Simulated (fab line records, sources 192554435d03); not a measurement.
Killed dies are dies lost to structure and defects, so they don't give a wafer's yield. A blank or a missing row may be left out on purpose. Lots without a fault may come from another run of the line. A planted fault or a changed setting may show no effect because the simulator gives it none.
One fault seen from 3 desks | flow n5_finfet | each desk has only its own numbers; what lay behind them comes last

THE METROLOGY DESK
What the gauges read, lot by lot, whatever tool the lot ran on: means of the sampled wafers that have a number. A lot is out of limits, marked OUT, if its mean lies more than 4 standard deviations from the usual mean; the brackets give that distance. Of its 10 readings 7 are shown: those that lie furthest out on some lot.
Columns: A = DIBL_N at N5_BEOL_M4_RC_MEAS_101, usual 36.5 mV/V; B = DIBL_P at N5_BEOL_M4_RC_MEAS_101, usual 36.6 mV/V; C = IOFF_N at N5_BEOL_M4_RC_MEAS_101, usual 0.167 nA/um; D = ION_P at N5_BEOL_M4_RC_MEAS_101, usual 460 uA/um; E = SS_N at N5_BEOL_M4_RC_MEAS_101, usual 71.6 mV/dec; F = SS_P at N5_BEOL_M4_RC_MEAS_101, usual 73.4 mV/dec; G = VT_N at N5_BEOL_M4_RC_MEAS_101, usual 249 mV
lot  | first seen here | A    | B    | C     | D   | E    | F    | G
L987 | day 8 10:00     | 35.4 | 33.7 | 0.150 | 467 | 70.6 | 73.1 | 251
L990 | day 8 13:43     | 36.2 | 36.9 | 0.156 | 464 | 71.4 | 73.5 | 251
L993 | day 9 11:55     | 35.6 | 36.1 | 0.163 | 457 | 72.3 | 74.0 | 250
L997 | day 10 10:43    | 37.4 | 38.7 | 0.163 | 452 | 72.2 | 73.5 | 251
L998 | day 10 17:32    | 36.5 | 37.2 | 0.163 | 469 | 71.3 | 72.9 | 248
L999 | day 11 02:14    | 37.9 | 38.9 | 0.201 | 458 | 72.1 | 74.3 | 244
L105 | day 13 01:14    | 37.7 | 38.0 | 0.177 | 460 | 71.9 | 73.8 | 250
This desk's finding: nothing out of limits on any of the 7 lots.

THE DEFECT DESK
What the inspections along the route counted, lot by lot: means of the sampled wafers that have a number. A lot is out of limits, marked OUT, if its mean lies more than 4 standard deviations from the usual mean; the brackets give that distance.
Columns: A = raw_defect_count at N5_FIN_CUT_INSPECT_10, usual 43
lot  | first seen here | A
L987 | day 2 02:29     | 34
L990 | day 2 21:40     | 54
L993 | day 3 15:00     | 32
L997 | day 4 14:37     | 40
L998 | day 4 21:16     | 46
L999 | day 5 02:15     | 33
L105 | day 6 13:46     | 50
This desk's finding: nothing out of limits on any of the 7 lots.

THE TOOL OWNER'S DESK: rie_si-06
The tool's own readings at N5_FIN_CUT_CUT_ETCH_28 (etches Si in HBr/Cl2/O2, target depth 6 nm, time 2.4 s): means of the sampled wafers that have a number, for each lot that ran on this tool. A lot is out of limits, marked OUT, if its mean lies more than 4 standard deviations from the usual mean; the brackets give that distance.
Columns: A = HBr_flow_sccm at N5_FIN_CUT_CUT_ETCH_28, usual 150.0 sccm; B = drypump_motor_current_A at N5_FIN_CUT_CUT_ETCH_28, usual 5.6 A; C = oes_product_au at N5_FIN_CUT_CUT_ETCH_28, usual 1.003 a.u.; D = throttle_valve_pct at N5_FIN_CUT_CUT_ETCH_28, usual 37.12 %
lot  | first seen here | A     | B   | C     | D
L990 | day 2 22:26     | 150.1 | 5.6 | 1.008 | 37.08
L993 | day 3 15:43     | 150.0 | 5.2 | 1.040 | 37.23
L997 | day 4 15:20     | 150.4 | 5.2 | 1.037 | 37.22
L999 | day 5 02:58     | 150.5 | 5.5 | 1.024 | 37.19
This desk's finding: nothing out of limits on any of the 4 lots.

PUT TOGETHER
The metrology desk saw nothing out of limits.
The defect desk saw nothing out of limits.
The tool owner's desk saw nothing out of limits.

WHAT THE SIMULATOR HAD PUT IN
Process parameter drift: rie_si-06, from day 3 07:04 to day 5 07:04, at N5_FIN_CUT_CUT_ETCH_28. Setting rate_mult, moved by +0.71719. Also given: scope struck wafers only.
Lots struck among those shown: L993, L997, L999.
